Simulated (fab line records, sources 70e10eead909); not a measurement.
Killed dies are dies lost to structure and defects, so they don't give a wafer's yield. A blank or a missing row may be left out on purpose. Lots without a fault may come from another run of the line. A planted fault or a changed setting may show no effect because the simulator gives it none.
fab line records | flow nand_harc
record lots=24 wafers=72 last_day=33
route steps=1302 shown P_ZERO_WELL@16 P_STI@84 P_GATE@189 P_CONTACT@246 P_M0@265
lots that met no fault: from a run of the same line without faults
start_h: hours from the record's first day to the start of the lot's first wafer shown | wait_h: hours since the lot's step before | " the same as in the row above | L1.1+2: a row that stands for several wafers | - no value, or no start given | * or withheld: withheld | < > ~ a bound
route shown NAME@n: a module of which the file shows steps, and the number in the route of the first | usual: mean/standard deviation of fault-free wafers | same: alike in all rows | chamber/n: place in a boat | sites: the reading at each site | _std_site: their standard deviation | _edge_site: outer sites' mean less inner sites' | radius_mm: how far each site lies from the wafer's centre | mask NAME#n: copy n | behind: the tool/chamber that last shaped the wafer | hold: why the lot was held/for how many hours/how that ended | device: the transistor (n, p or np) that didn't switch | end of line: the same wafers' tests at the end of the route | a step without rows: its recipe alone | killed: dies lost to structure and defects at the first sort, not the wafer's yield | map: a wafer's dies, x killed, . not, _ none there
set.NAME: the setting as run; set.NAME@STEP: as run at that earlier step | model.NAME: the simulator's own value behind a step, which no gauge read
steps of the route over a sample of lots; a table a step, a row a wafer
services: from which hour (start_h, from the record's first day; less than 0 if before it) a tool's chamber was out of use, for how many hours, and why
## steps
# step NHARC_P_ZERO_WELL_DESCUM_13
# recipe time_s=3 o2_flow_sccm=200 ar_flow_sccm=0 bias_power_w=0 chemistry=O2
# usual drypump_motor_current_A=5.6/0.31 o2_flow_sccm=200.0/0.65 oes_product_au=1.001/0.0073 rf_vpp_V=57.8/0.96 showerhead_plenum_p_Torr=1.92/0.093 throttle_valve_pct=11.311/0.0084
# columns lot.wafer tool chamber start_h wait_h drypump_motor_current_A o2_flow_sccm oes_product_au rf_hours_counter_h rf_vpp_V showerhead_plenum_p_Torr throttle_valve_pct
L074.1 rie_diel-09 1 21.27 - 5.6 201.0 1.005 13 58.0 2.07 11.307
L074.6 " 0 " " 5.7 199.0 1.015 - 58.0 2.03 11.317
L074.5 " 1 " " 5.6 200.5 1.004 - 59.1 2.07 11.315
L075.2 rie_diel-02 3 32.08 - 5.1 199.8 0.991 55 57.6 1.79 11.299
L075.3 " 0 " " 5.2 200.5 0.994 54 58.7 1.87 11.311
L075.6 " 2 " " 5.7 200.4 0.997 - 57.7 1.98 11.311
L076.4 rie_diel-09 0 41.40 - 5.8 199.5 1.003 25 59.0 2.03 11.305
L076.2 " 1 " " 5.7 200.9 0.996 18 57.8 2.07 11.304
L076.6 " 1 " " 5.7 201.0 0.993 - 59.1 2.07 11.310
L077.1 rie_diel-06 2 51.29 - 5.8 200.5 1.008 30 60.1 2.07 11.296
L077.6 " 0 " " 6.2 200.5 1.015 - 55.9 1.95 11.304
L077.5 " 1 " " 5.3 200.0 1.006 - 57.2 1.83 11.304
L078.4 rie_diel-02 0 61.31 - 5.2 199.8 1.001 3 57.8 1.86 11.299
L078.1 " 1 " " 5.7 200.5 1.004 3 57.1 1.84 11.315
L078.5 " 3 " " 5.1 200.9 1.005 - 57.9 1.79 11.324
L079.1 rie_diel-02 3 71.41 - 5.1 199.5 0.990 8 56.2 1.79 11.313
L079.3 " 1 " " 5.7 199.8 1.005 6 57.3 1.84 11.303
L079.6 " 2 " " 5.7 199.7 0.999 - 58.8 1.98 11.313
L080.2 rie_diel-06 3 81.41 - 5.8 199.2 1.006 39 57.1 1.99 11.310
L080.1 " 0 " " 6.2 201.0 0.997 45 57.3 1.95 11.317
L080.6 " 1 " " 5.3 200.0 1.004 - 55.9 1.83 11.295
L081.4 rie_diel-06 1 91.28 - 5.3 199.9 0.988 43 57.2 1.83 11.305
L081.3 " 2 " " 5.7 199.4 0.995 39 59.1 2.06 11.311
L081.1 " 0 " " 6.2 199.7 0.994 46 57.1 1.95 11.331
L082.1 rie_diel-09 0 101.40 - 5.8 200.8 1.008 46 57.7 2.02 11.320
L082.2 " 2 " " 5.8 201.0 1.021 34 57.5 1.92 11.321
L082.3 " 3 " " 5.2 199.6 1.009 42 55.2 1.94 11.312
L083.3 rie_diel-02 2 111.40 - 5.7 199.9 1.006 23 57.1 1.98 11.305
L083.4 " 3 " " 5.1 200.3 1.001 21 56.0 1.78 11.300
L083.5 " 2 " " 5.8 200.0 1.005 - 57.6 1.98 11.321
L084.2 rie_diel-02 1 121.27 - 5.7 200.1 0.998 23 57.8 1.84 11.321
L084.3 " 0 " " 5.2 199.3 0.995 23 57.1 1.86 11.313
L084.6 " 0 " " 5.2 199.8 1.004 - 59.2 1.86 11.289
L085.1 rie_diel-09 1 131.29 - 5.6 199.7 0.995 44 57.5 2.06 11.293
L085.4 " 3 " " 5.2 200.7 0.993 52 58.4 1.94 11.307
L085.6 " 2 " " 5.8 199.8 1.001 - 57.0 1.91 11.320
L086.4 rie_diel-06 3 141.42 - 5.8 199.5 0.995 0 58.0 1.98 11.316
L086.1 " 1 " " 5.3 200.7 1.004 0 56.4 1.83 11.305
L086.5 " 3 " " 5.8 200.8 1.001 - 57.4 1.98 11.307
L087.4 rie_diel-02 3 151.41 - 5.1 200.1 0.997 35 56.9 1.78 11.307
L087.2 " 0 " " 5.2 199.6 0.994 33 56.5 1.85 11.298
L087.5 " 3 " " 5.1 199.9 0.994 - 56.8 1.78 11.290
L088.1 rie_diel-09 2 161.29 - 5.8 200.4 0.999 2 57.3 1.91 11.308
L088.5 " 1 " " 5.7 200.6 1.003 - 57.5 2.06 11.318
L088.6 " 2 " " 5.8 200.4 1.006 - 58.0 1.91 11.309
L089.3 rie_diel-02 0 171.41 - 5.2 200.2 0.996 41 58.2 1.85 11.311
L089.4 " 2 " " 5.8 200.0 1.003 38 58.0 1.97 11.313
L089.5 " 3 " " 5.1 198.6 1.008 - 57.8 1.78 11.306
L090.1 rie_diel-06 2 181.42 - 5.8 199.8 0.999 14 57.2 2.05 11.318
L090.6 " 1 " " 5.3 200.0 1.002 - 58.7 1.82 11.324
L090.5 " 2 " " 5.8 199.8 0.996 - 59.2 2.05 11.306
L091.4 rie_diel-02 0 191.50 - 5.2 198.6 1.000 48 58.6 1.85 11.318
L091.3 " 1 " " 5.7 200.2 0.993 46 56.6 1.83 11.307
L091.1 " 3 " " 5.1 199.4 0.999 48 57.7 1.78 11.311
L092.1 rie_diel-02 2 201.39 - 5.7 200.9 1.015 47 58.2 1.97 11.308
L092.2 " 3 " " 5.1 199.7 1.001 52 57.1 1.78 11.307
L092.4 " 0 " " 5.2 200.0 1.004 51 57.3 1.85 11.311
L093.2 rie_diel-02 3 211.42 - 5.1 198.9 1.008 54 57.5 1.77 11.305
L093.4 " 1 " " 5.7 199.5 1.001 50 58.6 1.83 11.300
L093.3 " 2 " " 5.7 200.4 1.015 49 58.6 1.97 11.307
L094.3 rie_diel-09 1 221.44 - 5.7 199.6 0.989 21 57.3 2.05 11.309
L094.5 " 2 " " 5.8 200.1 1.010 - 58.4 1.90 11.302
L094.6 " 3 " " 5.2 199.6 1.002 - 56.5 1.93 11.304
L095.4 rie_diel-06 3 231.39 - 5.8 199.6 0.993 32 59.1 1.97 11.319
L095.3 " 0 " " 6.2 200.4 0.991 31 58.7 1.93 11.305
L095.1 " 1 " " 5.3 200.1 1.003 28 57.9 1.82 11.317
L096.4 rie_diel-09 1 241.44 - 5.7 200.2 1.001 28 58.9 2.05 11.310
L096.6 " 2 " " 5.8 200.8 1.003 - 57.1 1.90 11.315
L096.5 " 3 " " 5.2 199.9 0.996 - 58.2 1.93 11.328
L097.1 rie_diel-09 2 251.28 - 5.7 199.4 0.997 29 60.7 1.90 11.322
L097.4 " 3 " " 5.2 200.4 0.995 31 58.0 1.93 11.302
L097.6 " 1 " " 5.7 200.5 0.999 - 57.5 2.05 11.313
# step NHARC_P_STI_OVL_MEAS_10
# usual overlay_x_nm=1/4.9 overlay_y_nm=1/5.2
# columns lot.wafer tool chamber start_h wait_h overlay_x_nm overlay_y_nm
L074.1 overlay-02 - 49.72 - 1 -4
L074.5 " - " " 2 -4
L074.6 " - " " 2 -4
L075.2 overlay-02 - 56.15 - -5 5
L075.3 " - " " -5 5
L075.6 " - " " -5 6
L076.2 overlay-01 - 63.78 - 5 5
L076.4 " - " " 5 5
L076.6 " - " " 5 5
L077.1 overlay-01 - 74.72 - -4 -4
L077.5 " - " " -4 -4
L077.6 " - " " -3 -4
L078.1 overlay-01 - 82.26 - 10 2
L078.4 " - " " 10 2
L078.5 " - " " 10 2
L079.1 overlay-02 - 94.60 - 7 3
L079.3 " - " " 7 3
L079.6 " - " " 7 4
L080.1 overlay-02 - 102.54 - -4 4
L080.2 " - " " -4 5
L080.6 " - " " -3 4
L081.1 overlay-02 - 114.84 - -3 2
L081.3 " - " " -3 1
L081.4 " - " " -4 2
L082.1 overlay-02 - 124.47 - 3 13
L082.2 " - " " 2 13
L082.3 " - " " 2 13
L083.3 overlay-01 - 133.23 - 1 4
L083.4 " - " " 1 3
L083.5 " - " " 1 4
L084.2 overlay-02 - 142.90 - 4 -6
L084.3 " - " " 4 -6
L084.6 " - " " 4 -7
L085.1 overlay-01 - 153.91 - -1 2
L085.4 " - " " -1 2
L085.6 " - " " -1 2
L086.1 overlay-01 - 163.26 - 0 -7
L086.4 " - " " 0 -6
L086.5 " - " " 0 -6
L087.2 overlay-01 - 173.93 - 1 -10
L087.4 " - " " 1 -10
L087.5 " - " " 1 -11
L088.1 overlay-01 - 184.65 - 5 -5
L088.5 " - " " 5 -6
L088.6 " - " " 5 -5
L089.3 overlay-01 - 193.19 - 6 1
L089.4 " - " " 6 1
L089.5 " - " " 6 0
L090.1 overlay-02 - 202.89 - -10 -3
L090.5 " - " " -10 -3
L090.6 " - " " -11 -3
L091.1 overlay-01 - 212.80 - -8 -1
L091.3 " - " " -8 0
L091.4 " - " " -8 -1
L092.1 overlay-01 - 222.22 - -4 -2
L092.2 " - " " -4 -2
L092.4 " - " " -4 -2
L093.2 overlay-01 - 233.15 - 7 5
L093.3 " - " " 6 5
L093.4 " - " " 6 5
L094.3 overlay-02 - 247.18 - 0 3
L094.5 " - " " 1 3
L094.6 " - " " 0 3
L095.1 overlay-01 - 254.60 - 2 8
L095.3 " - " " 2 8
L095.4 " - " " 2 8
L096.4 overlay-01 - 263.03 - 2 4
L096.5 " - " " 3 4
L096.6 " - " " 2 4
L097.1 overlay-02 - 273.59 - 0 -2
L097.4 " - " " 1 -2
L097.6 " - " " 0 -2
# step NHARC_P_GATE_STRIP_112
# recipe power_w=1500 temp_c=110 time_s=200 chemistry=N2/H2
# usual drypump_motor_current_A=5.9/0.51 heater_power_w=103/11
# columns lot.wafer tool chamber start_h wait_h drypump_motor_current_A heater_power_w rf_hours_counter_h
L074.1 plasma_asher-01 0 118.50 0.2 5.5 99 28
L074.5 " 1 " " 6.2 114 -
L074.6 " 0 " " 5.5 96 -
L075.2 plasma_asher-01 0 125.38 0.2 5.5 96 30
L075.3 " 1 " " 6.1 113 -
L075.6 " 1 " " 6.2 111 -
L076.2 plasma_asher-01 1 132.27 0.2 6.1 112 30
L076.4 " 1 " " 6.1 115 -
L076.6 " 1 " " 6.2 113 -
L077.1 plasma_asher-02 0 141.77 0.2 5.2 84 9
L077.5 " 0 " " 5.2 82 -
L077.6 " 1 " " 6.6 110 -
L078.1 plasma_asher-01 1 145.50 0.2 6.2 114 34
L078.4 " 1 " " 6.1 115 -
L078.5 " 0 " " 5.5 97 -
L079.1 plasma_asher-02 1 163.80 0.2 6.6 108 14
L079.3 " 1 " " 6.7 109 -
L079.6 " 1 " " 6.7 109 -
L080.1 plasma_asher-02 0 170.04 0.5 5.2 88 16
L080.2 " 1 " " 6.6 110 16
L080.6 " 0 " " 5.2 83 -
L081.1 plasma_asher-02 0 185.95 0.2 5.2 83 21
L081.4 " 0 " " 5.2 85 -
L081.3 " 1 " " 6.6 112 -
L082.1 plasma_asher-01 0 187.83 0.4 5.5 105 3
L082.2 " 1 " " 6.1 118 3
L082.3 " 0 " " 5.5 100 -
L083.3 plasma_asher-02 1 200.69 0.2 6.6 110 -
L083.4 " 0 " " 5.2 86 -
L083.5 " 0 " " 5.2 85 -
L084.2 plasma_asher-01 1 211.71 0.2 6.2 115 8
L084.3 " 0 " " 5.5 102 -
L084.6 " 1 " " 6.2 116 -
L085.1 plasma_asher-01 0 226.86 0.2 5.5 102 10
L085.4 " 1 " " 6.1 113 -
L085.6 " 1 " " 6.2 114 -
L086.1 plasma_asher-01 0 229.79 0.2 5.5 101 11
L086.4 " 0 " " 5.5 103 -
L086.5 " 1 " " 6.1 116 -
L087.2 plasma_asher-01 0 253.67 0.2 5.5 101 15
L087.4 " 0 " " 5.5 103 -
L087.5 " 1 " " 6.1 118 -
L089.3 plasma_asher-01 1 254.60 0.7 6.1 115 -
L089.4 " 0 " " 5.5 100 -
L089.5 " 1 " " 6.1 112 -
L088.1 plasma_asher-01 0 254.85 0.7 5.5 102 16
L088.5 " 0 " " 5.5 102 -
L088.6 " 1 " " 6.2 114 -
L090.1 plasma_asher-01 1 270.75 0.2 6.2 115 23
L090.6 " 0 " " 5.5 103 -
L090.5 " 1 " " 6.2 114 -
L091.1 plasma_asher-02 1 277.31 0.2 6.6 108 3
L091.4 " 1 " " 6.6 109 -
L091.3 " 0 " " 5.2 80 -
L092.1 plasma_asher-01 1 288.97 0.2 6.1 113 27
L092.2 " 0 " " 5.5 98 27
L092.4 " 1 " " 6.1 118 -
L093.2 plasma_asher-01 0 298.29 0.2 5.5 100 29
L093.3 " 0 " " 5.5 102 -
L093.4 " 1 " " 6.1 117 -
L094.3 plasma_asher-02 1 312.30 0.2 6.6 108 -
L094.6 " 1 " " 6.7 111 -
L094.5 " 0 " " 5.2 82 -
L095.1 plasma_asher-02 1 319.92 0.2 6.6 107 12
L095.3 " 0 " " 5.2 81 -
L095.4 " 1 " " 6.6 110 -
L096.4 plasma_asher-01 1 330.54 0.2 6.2 113 -
L096.5 " 0 " " 5.5 103 -
L096.6 " 1 " " 6.1 117 -
L097.1 plasma_asher-02 0 341.68 0.2 5.2 83 16
L097.4 " 0 " " 5.2 81 -
L097.6 " 1 " " 6.7 109 -
# step NHARC_P_CONTACT_PVD_32
# recipe target_thk_a=50 chamber_pressure_pa=5 power_w=5000 substrate_temp_c=200 time_s=17.7 material=Ti
# usual throttle_valve_pct=30.1/0.8
# columns lot.wafer tool chamber start_h wait_h throttle_valve_pct
L074.1 pvd_sputter-01 - - - 29.5
L074.5 " - " " 31.2
L074.6 " - " " 29.6
L075.2 pvd_sputter-03 - - - 29.2
L075.3 " - " " 30.2
L075.6 " - " " 30.3
L076.2 pvd_sputter-01 - - - 29.7
L076.4 " - " " 30.6
L076.6 " - " " 29.6
L077.1 pvd_sputter-03 - - - 30.3
L077.6 " - " " 29.3
L077.5 " - " " 30.1
L078.4 pvd_sputter-03 - - - 30.0
L078.1 " - " " 30.5
L078.5 " - " " 31.0
L079.1 pvd_sputter-03 - - - 30.9
L079.3 " - " " 30.2
L079.6 " - " " 30.7
L080.1 pvd_sputter-03 - - - 30.0
L080.2 " - " " 31.0
L080.6 " - " " 29.2
L081.1 pvd_sputter-02 - - - 28.8
L081.4 " - " " 31.5
L081.3 " - " " 31.5
L082.2 pvd_sputter-03 - - - 29.2
L082.1 " - " " 29.3
L082.3 " - " " 30.8
L083.3 pvd_sputter-03 - - - 29.3
L083.4 " - " " 29.2
L083.5 " - " " 30.8
L084.3 pvd_sputter-02 - - - 31.4
L084.2 " - " " 31.4
L084.6 " - " " 29.0
L085.4 pvd_sputter-03 - - - 28.9
L085.1 " - " " 31.0
L085.6 " - " " 29.2
L086.1 pvd_sputter-03 - - - 29.3
L086.4 " - " " 29.4
L086.5 " - " " 29.3
L087.4 pvd_sputter-03 - - - 30.0
L087.2 " - " " 29.4
L087.5 " - " " 30.0
L089.3 pvd_sputter-01 - - - 30.2
L089.4 " - " " 30.8
L089.5 " - " " 30.0
L088.1 pvd_sputter-03 - - - 30.0
L088.6 " - " " 30.7
L088.5 " - " " 30.0
L090.1 pvd_sputter-03 - - - 30.0
L090.6 " - " " 30.1
L090.5 " - " " 29.0
L091.1 pvd_sputter-03 - - - 29.1
L091.3 " - " " 31.0
L091.4 " - " " 30.1
L092.2 pvd_sputter-02 - - - 28.8
L092.4 " - " " 31.0
L092.1 " - " " 30.9
L093.3 pvd_sputter-02 - - - 31.0
L093.2 " - " " 31.2
L093.4 " - " " 30.7
L094.3 pvd_sputter-02 - - - 30.6
L094.6 " - " " 28.7
L094.5 " - " " 31.0
L095.3 pvd_sputter-01 - - - 30.6
L095.4 " - " " 30.1
L095.1 " - " " 30.5
L096.4 pvd_sputter-01 - - - 29.9
L096.5 " - " " 29.8
L096.6 " - " " 30.6
L097.1 pvd_sputter-03 - - - 29.9
L097.4 " - " " 31.0
L097.6 " - " " 30.5
# step NHARC_P_M0_INSPECT_11
# usual raw_defect_count=4.8/2.7
# columns lot.wafer tool chamber start_h wait_h raw_defect_count
L074.1 defect_inspect-02 - 129.04 0.0 4
L074.5 " - " " 4
L074.6 " - " " 5
L075.2 defect_inspect-02 - 135.57 0.0 6
L075.3 " - " " 2
L075.6 " - " " 6
L076.2 defect_inspect-01 - 142.40 0.0 3
L076.4 " - " " 9
L076.6 " - " " 8
L077.1 defect_inspect-01 - 152.32 0.0 3
L077.5 " - " " 5
L077.6 " - " " 6
L078.1 defect_inspect-01 - 155.96 0.0 3
L078.4 " - " " 6
L078.5 " - " " 5
L079.1 defect_inspect-01 - 174.24 0.0 3
L079.3 " - " " 2
L079.6 " - " " 2
L080.1 defect_inspect-02 - 180.18 0.0 4
L080.2 " - " " 3
L080.6 " - " " 2
L081.1 defect_inspect-01 - 196.27 0.0 4
L081.3 " - " " 3
L081.4 " - " " 4
L082.1 defect_inspect-02 - 197.91 0.0 2
L082.2 " - " " 2
L082.3 " - " " 1
L083.3 defect_inspect-02 - 210.63 0.0 3
L083.4 " - " " 3
L083.5 " - " " 4
L084.2 defect_inspect-01 - 221.80 0.0 3
L084.3 " - " " 3
L084.6 " - " " 5
L085.1 defect_inspect-02 - 237.00 0.0 8
L085.4 " - " " 8
L085.6 " - " " 11
L086.1 defect_inspect-01 - 239.87 0.0 6
L086.4 " - " " 4
L086.5 " - " " 6
L087.2 defect_inspect-02 - 264.25 0.0 6
L087.4 " - " " 2
L087.5 " - " " 4
L089.3 defect_inspect-02 - 264.79 0.0 4
L089.4 " - " " 7
L089.5 " - " " 6
L088.1 defect_inspect-01 - 265.57 0.0 7
L088.5 " - " " 9
L088.6 " - " " 8
L090.1 defect_inspect-01 - 280.64 0.0 10
L090.5 " - " " 10
L090.6 " - " " 7
L091.1 defect_inspect-02 - 287.31 0.0 4
L091.3 " - " " 2
L091.4 " - " " 2
L092.1 defect_inspect-02 - 298.99 0.0 13
L092.2 " - " " 8
L092.4 " - " " 16
L093.2 defect_inspect-01 - 308.36 0.0 8
L093.3 " - " " 7
L093.4 " - " " 9
L094.3 defect_inspect-02 - 322.26 0.0 7
L094.5 " - " " 4
L094.6 " - " " 2
L095.1 defect_inspect-02 - 329.91 0.0 2
L095.3 " - " " 4
L095.4 " - " " 6
L096.4 defect_inspect-02 - 340.32 0.0 7
L096.5 " - " " 5
L096.6 " - " " 4
L097.1 defect_inspect-01 - 351.57 0.0 3
L097.4 " - " " 5
L097.6 " - " " 5
# step NHARC_P_M0_DESCUM_14
# recipe time_s=3 o2_flow_sccm=200 ar_flow_sccm=0 bias_power_w=0 chemistry=O2
# usual drypump_motor_current_A=5.67/0.24 o2_flow_sccm=200.1/0.63 oes_product_au=0.999/0.0074 rf_vpp_V=57.9/0.95 showerhead_plenum_p_Torr=1.94/0.074 throttle_valve_pct=11.310/0.0092
# columns lot.wafer tool chamber start_h wait_h drypump_motor_current_A o2_flow_sccm oes_product_au rf_hours_counter_h rf_vpp_V showerhead_plenum_p_Torr throttle_valve_pct
L074.1 rie_diel-09 3 129.12 0.1 5.23 199.9 1.005 52 56.2 1.94 11.317
L074.6 " 0 " " 5.76 199.5 0.999 - 58.5 2.02 11.295
L074.5 " 1 " " 5.66 199.2 1.014 - 57.6 2.06 11.308
L075.3 rie_diel-13 1 135.64 0.1 5.50 199.9 0.998 23 58.4 1.91 11.310
L075.2 " 3 " " 5.81 200.4 1.002 21 59.4 2.05 11.305
L075.6 " 1 " " 5.52 199.9 0.994 - 56.9 1.91 11.307
L076.2 rie_diel-13 2 142.46 0.1 5.99 199.9 1.003 22 58.2 1.86 11.311
L076.4 " 1 " " 5.57 201.2 0.993 25 56.4 1.91 11.322
L076.6 " 3 " " 5.79 199.6 1.010 - 59.6 2.05 11.302
L077.1 rie_diel-13 1 152.40 0.1 5.53 199.4 0.993 27 57.3 1.91 11.318
L077.5 " 2 " " 6.05 199.9 1.004 - 56.1 1.86 11.317
L077.6 " 3 " " 5.79 201.1 1.004 - 59.2 2.05 11.309
L078.1 rie_diel-13 0 156.02 0.1 5.38 199.4 0.982 26 58.8 1.92 11.304
L078.4 " 3 " " 5.84 199.9 1.005 25 57.9 2.05 11.308
L078.5 " 0 " " 5.40 199.9 0.997 - 58.6 1.92 11.319
L079.3 rie_diel-13 3 174.31 0.1 5.79 200.8 1.005 0 57.9 2.05 11.306
L079.1 " 1 " " 5.57 199.6 1.003 0 57.2 1.91 11.308
L079.6 " 3 " " 5.79 200.5 1.004 - 58.0 2.05 11.313
L080.1 rie_diel-13 1 180.25 0.1 5.55 199.6 1.018 3 56.2 1.91 11.309
L080.2 " 3 " " 5.78 200.4 1.003 2 59.6 2.05 11.292
L080.6 " 1 " " 5.51 200.3 0.999 - 57.4 1.91 11.313
L081.4 rie_diel-06 1 196.33 0.1 5.30 201.1 1.006 17 54.9 1.82 11.312
L081.1 " 2 " " 5.75 200.6 0.998 19 57.7 2.05 11.299
L081.3 " 0 " " 6.22 199.5 1.000 17 58.5 1.94 11.323
L082.2 rie_diel-13 1 197.98 0.1 5.56 200.1 1.005 5 57.9 1.91 11.316
L082.1 " 2 " " 6.05 200.2 1.006 4 57.7 1.86 11.323
L082.3 " 3 " " 5.81 200.9 0.995 4 57.5 2.05 11.314
L083.4 rie_diel-06 2 210.69 0.1 5.72 199.9 1.003 22 56.6 2.05 11.315
L083.3 " 0 " " 6.23 199.3 1.009 20 57.3 1.94 11.310
L083.5 " 1 " " 5.25 200.9 1.010 - 58.3 1.82 11.313
L084.3 rie_diel-13 3 221.86 0.1 5.78 199.7 1.017 8 58.8 2.05 11.305
L084.2 " 1 " " 5.52 199.7 0.995 9 59.6 1.91 11.309
L084.6 " 3 " " 5.78 200.0 1.004 - 57.7 2.04 11.320
L085.1 rie_diel-09 0 237.07 0.1 5.76 199.1 1.007 29 59.1 2.01 11.305
L085.4 " 1 " " 5.69 200.7 0.996 27 59.0 2.05 11.312
L085.6 " 3 " " 5.21 199.8 1.002 - 58.5 1.93 11.312
L086.4 rie_diel-06 1 239.93 0.1 5.31 199.9 1.003 30 57.3 1.82 11.300
L086.1 " 0 " " 6.22 199.9 0.988 33 60.0 1.93 11.326
L086.5 " 2 " " 5.73 200.9 1.007 - 57.8 2.05 11.324
L087.2 rie_diel-13 3 264.31 0.1 5.78 200.0 1.007 12 58.4 2.04 11.299
L087.4 " 2 " " 6.02 199.4 1.003 14 58.0 1.85 11.312
L087.5 " 0 " " 5.41 199.9 0.999 - 57.3 1.91 11.305
L089.3 rie_diel-13 2 264.87 0.1 6.00 199.5 0.988 14 57.9 1.85 11.310
L089.4 " 3 " " 5.80 198.5 0.987 12 58.3 2.04 11.313
L089.5 " 0 " " 5.43 200.0 0.989 - 58.2 1.91 11.308
L088.1 rie_diel-13 1 265.65 0.1 5.55 200.9 1.002 13 58.1 1.91 11.317
L088.5 " 2 " " 5.99 200.3 1.000 - 57.4 1.85 11.307
L088.6 " 3 " " 5.77 201.1 0.998 - 59.0 2.04 11.317
L090.1 rie_diel-06 1 280.73 0.1 5.31 201.6 0.997 41 58.5 1.81 11.322
L090.6 " 2 " " 5.75 199.7 1.001 - 58.8 2.04 11.321
L090.5 " 3 " " 5.79 200.1 0.997 - 57.9 1.97 11.318
L091.1 rie_diel-13 1 287.38 0.1 5.53 199.8 0.996 18 59.4 1.90 11.299
L091.4 " 2 " " 6.04 200.7 0.989 20 58.5 1.85 11.309
L091.3 " 3 " " 5.78 200.5 0.988 18 57.7 2.04 11.326
L092.2 rie_diel-13 3 299.06 0.1 5.78 200.0 0.998 19 58.9 2.04 11.310
L092.1 " 0 " " 5.40 201.1 0.996 20 57.8 1.91 11.312
L092.4 " 2 " " 6.04 200.2 0.990 22 57.1 1.85 11.293
L093.3 rie_diel-13 1 308.43 0.1 5.57 199.6 1.002 21 57.2 1.90 11.302
L093.2 " 3 " " 5.78 200.8 0.997 19 59.0 2.04 11.316
L093.4 " 0 " " 5.44 200.2 0.994 - 56.9 1.91 11.305
L094.3 rie_diel-13 3 322.32 0.1 5.79 201.9 0.998 22 58.1 2.04 11.319
L094.5 " 2 " " 5.99 200.2 0.990 - 58.4 1.85 11.313
L094.6 " 3 " " 5.79 199.7 0.999 - 57.6 2.04 11.293
L095.3 rie_diel-06 2 329.97 0.1 5.73 199.8 1.004 4 56.7 2.04 11.315
L095.1 " 3 " " 5.83 200.2 0.988 5 57.9 1.96 11.321
L095.4 " 0 " " 6.20 199.8 1.006 5 59.2 1.92 11.296
L096.4 rie_diel-09 1 340.39 0.1 5.68 199.3 0.998 3 57.9 2.04 11.309
L096.5 " 3 " " 5.23 200.9 0.996 - 57.1 1.92 11.304
L096.6 " 0 " " 5.78 198.5 1.004 - 58.3 2.00 11.321
L097.4 rie_diel-09 3 351.64 0.1 5.23 201.2 1.002 11 57.9 1.92 11.294
L097.1 " 0 " " 5.77 199.4 1.003 9 59.1 2.00 11.298
L097.6 " 3 " " 5.21 201.0 0.994 - 57.3 1.92 11.323
## services
# columns tool chamber start_h hours kind
pvd_sputter-03 - 0.66 10.0 pm
rie_diel-09 2 3.58 7.1 repair
rie_diel-09 1 5.65 8.6 repair
rie_diel-13 0 27.84 5.5 repair
rie_diel-09 2 45.94 5.5 repair
rie_diel-09 1 71.21 3.1 repair
rie_diel-13 3 77.15 3.3 repair
rie_diel-13 3 81.73 7.5 repair
rie_diel-13 0 105.03 7.0 repair
rie_diel-13 3 121.91 2.5 repair
rie_diel-13 2 122.06 14.3 repair
rie_diel-09 3 135.27 6.5 repair
rie_diel-09 - 143.34 9.0 pm
rie_diel-13 - 165.18 9.0 pm
plasma_asher-01 - 166.38 9.0 pm
pvd_sputter-03 - 178.60 0.6 repair
pvd_sputter-03 - 189.77 0.6 repair
rie_diel-13 1 205.06 6.9 repair
rie_diel-13 2 304.40 5.2 repair
pvd_sputter-03 - 314.76 0.7 repair
rie_diel-13 - 339.34 5.2 repair
plasma_asher-01 - 343.38 9.0 pm
rie_diel-13 - 344.59 9.0 pm
pvd_sputter-03 - 346.57 1.1 repair
## key
fault none
